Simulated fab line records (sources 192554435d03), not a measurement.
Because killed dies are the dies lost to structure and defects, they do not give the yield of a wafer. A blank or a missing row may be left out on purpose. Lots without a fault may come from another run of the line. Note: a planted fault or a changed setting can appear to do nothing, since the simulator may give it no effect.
2 desks looking at one fault / flow n5Finfet / each desk holds nothing but its own numbers, with what lay behind them at the end

== DESK OF THE TOOL OWNER: rieDiel-05 ==
The tool's own readings at N5_BEOL_M1_TRENCH_ETCH_37 (etches SiOC in C4F6/O2, target depth 55.207 nm, time 29 s): means of the sampled wafers that have a number, for each lot that ran on this tool. A lot is out of limits, marked OUT, if its mean lies more than 4 standard deviations from the usual mean; the brackets give that distance.
Columns: A = drypumpMotorCurrentA at N5_BEOL_M1_TRENCH_ETCH_37, usual 5.7 A; B = oes_f_703_au at N5_BEOL_M1_TRENCH_ETCH_37, usual 0.79 a.u.; C = oesProductAu at N5_BEOL_M1_TRENCH_ETCH_37, usual 0.78 a.u.; D = rfVppV at N5_BEOL_M1_TRENCH_ETCH_37, usual 665 V; E = showerheadPlenumPTorr at N5_BEOL_M1_TRENCH_ETCH_37, usual 2.85 Torr; F = throttleValvePct at N5_BEOL_M1_TRENCH_ETCH_37, usual 20.79 %
lot=L921; first seen here=day 6 16:25; A=5.5; B=0.81; C=0.80; D=662; E=2.87; F=20.82
lot=L926; first seen here=day 7 19:49; A=5.4; B=0.79; C=0.77; D=652; E=2.85; F=20.90
lot=L937; first seen here=day 10 06:22; A=6.0; B=0.80; C=1.07 (+4.6) OUT; D=664; E=2.80; F=20.88
lot=L938; first seen here=day 10 08:16; A=6.5; B=0.90; C=1.06 (+4.4) OUT; D=680; E=2.80; F=20.71
lot=L939; first seen here=day 10 19:49; A=5.5; B=0.78; C=0.86; D=662; E=2.85; F=20.89
This desk's verdict: out of limits on L937, L938, starting with L937 at day 10 06:22 (oesProductAu at N5_BEOL_M1_TRENCH_ETCH_37). L921, L926, L939 stayed within limits.

== FROM THE METROLOGY DESK ==
Means of the sampled wafers that have a number, per lot and without regard to the tool the lot ran on: this is what the gauges read. A lot is out of limits, marked OUT, if its mean lies more than 4 standard deviations from the usual mean; the brackets give that distance. It has 11 readings, of which 7 appear: the earliest out of limits, and the ones furthest out on some lot.
Columns: A = trenchDepthNm at N5_BEOL_M1_OCD_MEAS_38, usual 55.0 nm; B = DIBL_P at N5_BEOL_M4_RC_MEAS_101, usual 37.0 mV/V; C = IOFF_P at N5_BEOL_M4_RC_MEAS_101, usual 0.22 nA/um; D = ION_N at N5_BEOL_M4_RC_MEAS_101, usual 673 uA/um; E = ION_P at N5_BEOL_M4_RC_MEAS_101, usual 462 uA/um; F = VT_N at N5_BEOL_M4_RC_MEAS_101, usual 250 mV; G = VT_P at N5_BEOL_M4_RC_MEAS_101, usual -250 mV
lot=L921; first seen here=day 6 16:33; A=55.0; B=38.8; C=0.22; D=679; E=460; F=248; G=-251
lot=L926; first seen here=day 7 19:58; A=54.7; B=36.1; C=0.18; D=665; E=453; F=252; G=-254
lot=L932; first seen here=day 8 22:44; A=56.2; B=37.3; C=0.22; D=684; E=467; F=248; G=-250
lot=L937; first seen here=day 10 06:32; A=84.7 (+27) OUT; B=-; C=-; D=-; E=-; F=-; G=-
lot=L938; first seen here=day 10 08:25; A=70.9 (+14) OUT; B=40.0; C=0.28; D=692; E=478; F=243; G=-242
lot=L939; first seen here=day 10 19:58; A=64.7 (+8.8) OUT; B=33.3; C=0.18; D=674; E=462; F=252; G=-250
lot=L941; first seen here=day 11 07:26; A=54.7; B=33.7; C=0.18; D=675; E=460; F=252; G=-251
lot=L942; first seen here=day 11 18:14; A=55.6; B=36.8; C=0.26; D=680; E=468; F=249; G=-248
lot=L943; first seen here=day 12 02:58; A=54.8; B=37.9; C=0.23; D=677; E=465; F=249; G=-252
This desk's verdict: out of limits on L937, L938, L939, starting with L937 at day 10 06:32 (trenchDepthNm at N5_BEOL_M1_OCD_MEAS_38). L921, L926, L932, L941, L942, L943 stayed within limits.

== ALL TOGETHER ==
At day 10 06:22, on L937, L938, the tool owner's desk was in a position to raise an alarm.
At day 10 06:32 the metrology desk could have sounded an alarm, on L937, L938, L939.
The tool owner's desk has L939 on record, within its limits.
All the named lots went through N5_BEOL_M1_TRENCH_ETCH_37 on rieDiel-05.

== WHAT HAD BEEN PUT IN BY THE SIMULATOR ==
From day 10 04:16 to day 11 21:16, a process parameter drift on rieDiel-05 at N5_BEOL_M1_TRENCH_ETCH_37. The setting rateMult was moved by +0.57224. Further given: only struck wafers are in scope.
Struck lots among those shown: L937, L938, L939.
Counting hours from when the fault started, the first reading out of limits came at 2 for the tool owner's desk and at 2 for the metrology desk.
